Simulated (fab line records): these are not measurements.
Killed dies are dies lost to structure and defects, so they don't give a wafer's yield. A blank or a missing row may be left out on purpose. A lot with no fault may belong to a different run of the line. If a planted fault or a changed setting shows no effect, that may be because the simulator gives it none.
A lot that was struck, set against a sound lot + flow n5Finfet + 15 out of 1938 route steps
Sound: the wafers L456.1, L456.2, L456.6. Wafers L469.4, L469.5, L469.6 were the ones struck. The cause is given at the end.
Per side, at each step with rows, come the tool, then ch with its chambers, and then its first start. Under that, the readings that differ: sound wafers + struck wafers + difference of the means + sigmas: that difference in standard deviations of wafers without a fault.
alike: same words and numbers on both sides, and readings whose means sit less than 2 such deviations apart. not compared: any withheld reading, any reading some wafer has no value for, any bound like >300 that may hide the same value, and any number with overlapping values for which the record gives no deviation.
Wherever a step has rows on one side only, a row that says differs or no value, or a row with sigmas, the two part there. Numbers that have no deviation but don't overlap get no sigmas and don't part them. A reading missing from all wafers of one side parts the sides only when that side holds two or more wafers.

N5_MOL_CONTACT_COAG_DESCUM_13: chemistry O2, time 7 s.
  sound on rieDiel-06 ch 2,3, day 4 18:50; struck on rieDiel-05 ch 0,1,2, day 8 01:16
| reading                      | sound          | struck         | difference | sigmas |
|------------------------------|----------------|----------------|------------|--------|
| showerheadPlenumPTorr (Torr) | 2.17 2.23 2.23 | 2.05 2.12 2.03 | -0.14      | -2     |
  alike: drypumpMotorCurrentA, oesProductAu, rfFwdPowerW, rfVppV, throttleValvePct
  not compared: rfHoursCounterH
then, 1 step without rows for these wafers: N5_MOL_CONTACT_COAG_ETCH_59 (etches underlayer in N2/H2, target depth 13 nm, time 10.4 s).
N5_MOL_CONTACT_COAG_ETCH_105: etches SiARC in CF4, target depth 15.6 nm, time 26 s.
  sound on rieDiel-06 ch 2,3, day 4 18:53; struck on rieDiel-05 ch 0,1,2, day 8 01:19
| reading                      | sound          | struck         | difference | sigmas |
|------------------------------|----------------|----------------|------------|--------|
| showerheadPlenumPTorr (Torr) | 2.21 2.26 2.26 | 2.09 2.16 2.08 | -0.13      | -2     |
  alike: drypumpMotorCurrentA, etchRfOnTimeS, oesProductAu, rfFwdPowerW, rfVppV, throttleValvePct
  not compared: rfHoursCounterH
then, 3 steps without rows for these wafers: N5_MOL_CONTACT_COAG_ETCH_106 (etches SOC in N2/H2, target depth 80 nm, overetch 16 nm, time 120 s); N5_MOL_CONTACT_COAG_STRIP_107 (strips in N2/H2); N5_MOL_CONTACT_COAG_STRIP_108 (strips in N2/H2).
N5_MOL_CONTACT_COAG_CONTACT_ETCH_14: etches SiO2 in C4F6/O2, target depth 27.5 nm, overetch 8.5 nm, time 20 s.
  sound on rieDiel-06 ch 2,3, day 4 19:01; struck on rieDiel-05 ch 0,1,2, day 8 01:27
| reading                      | sound             | struck            | difference | sigmas |
|------------------------------|-------------------|-------------------|------------|--------|
| rfVppV (V)                   | 694.6 700.0 698.2 | 689.2 692.1 691.6 | -6.6       | -2     |
| showerheadPlenumPTorr (Torr) | 2.97 3.03 3.03    | 2.80 2.92 2.79    | -0.17      | -2     |
  alike: drypumpMotorCurrentA, oesProductAu, rfFwdPowerW, throttleValvePct
  not compared: rfHoursCounterH
then, 1 step without rows for these wafers: N5_MOL_CONTACT_COAG_STRIP_109 (strips in C4F6/O2).
N5_MOL_CONTACT_COAG_ETCH_15: etches SiNx in CH3F/O2, stops on Si:P, target depth 7 nm.
  sound on rieDiel-06 ch 2,3, day 4 19:04; struck on rieDiel-05 ch 0,1,2, day 8 01:29
| reading                      | sound          | struck         | difference | sigmas |
|------------------------------|----------------|----------------|------------|--------|
| showerheadPlenumPTorr (Torr) | 2.07 2.11 2.11 | 1.94 2.03 1.94 | -0.13      | -2     |
  alike: drypumpMotorCurrentA, oesProductAu, rfFwdPowerW, rfVppV, throttleValvePct
  not compared: rfHoursCounterH
N5_MOL_CONTACT_COAG_ETCH_110: etches Si in CF4/O2, target depth 2.5 nm, time 8 s.
  sound on rieDiel-06 ch 2,3, day 4 19:07; struck on rieDiel-05 ch 0,1,2, day 8 01:32
| reading                      | sound          | struck         | difference | sigmas |
|------------------------------|----------------|----------------|------------|--------|
| showerheadPlenumPTorr (Torr) | 2.29 2.34 2.34 | 2.17 2.25 2.16 | -0.13      | -2     |
  alike: drypumpMotorCurrentA, oesProductAu, rfFwdPowerW, rfVppV, throttleValvePct
  not compared: rfHoursCounterH
then, 1 step without rows for these wafers: N5_MOL_CONTACT_COAG_STRIP_98 (strips in N2/H2).
N5_MOL_CONTACT_COAG_CD_MEAS_99: target cd 17.2 nm.
  sound on cdSem-02, day 4 19:14; struck on cdSem-01, day 8 01:40
  alike: cdNm
N5_MOL_CONTACT_COAG_IMPLANT_129:
  sound on implanter-01 ch 0, day 4 19:16; struck on implanter-01 ch 0, day 8 01:47
| reading     | sound                     | struck                        | difference | sigmas      |
|-------------|---------------------------|-------------------------------|------------|-------------|
| beamOnS (s) | 38.1 37.9 39.1            | 19.4 20.1 20.3                | -18.4      | -8          |
| doseIonsCm2 | 5.997e+14 6e+14 6.003e+14 | 3.083e+14 3.082e+14 3.086e+14 | -2.916e+14 | -99 or more |
  alike: endStationPressureTorr
then, 1 step without rows for these wafers: N5_MOL_CONTACT_COAG_PRECLEAN_111 (cleans in NF3:NH3, afs cycles 1, time 20 s, sublimation time 60 s).
-- here the record skips 9 days between the struck wafers' starts before and after, leaving off in module MOL_CONTACT_COAG and picking up in module PASSIVATION (first step shown: number 1936 of the route) --
N5_PASSIVATION_PROBE_49:
  sound on prober-02, day 13 16:14; struck on prober-02, day 16 14:11
  alike: killed_at_M0_to_M3, killed_at_M4_up, killedAtContacts, killedAtFrontEnd, killedAtOther, killedDies, killedOpen, killedShort

WHERE THEY PART
Last at N5_MOL_CONTACT_COAG_IMPLANT_129 as far as this record goes, first at N5_MOL_CONTACT_COAG_DESCUM_13. Later steps at which nothing parts them and some readings are alike: N5_PASSIVATION_PROBE_49.

WHY: whatever the simulator had introduced
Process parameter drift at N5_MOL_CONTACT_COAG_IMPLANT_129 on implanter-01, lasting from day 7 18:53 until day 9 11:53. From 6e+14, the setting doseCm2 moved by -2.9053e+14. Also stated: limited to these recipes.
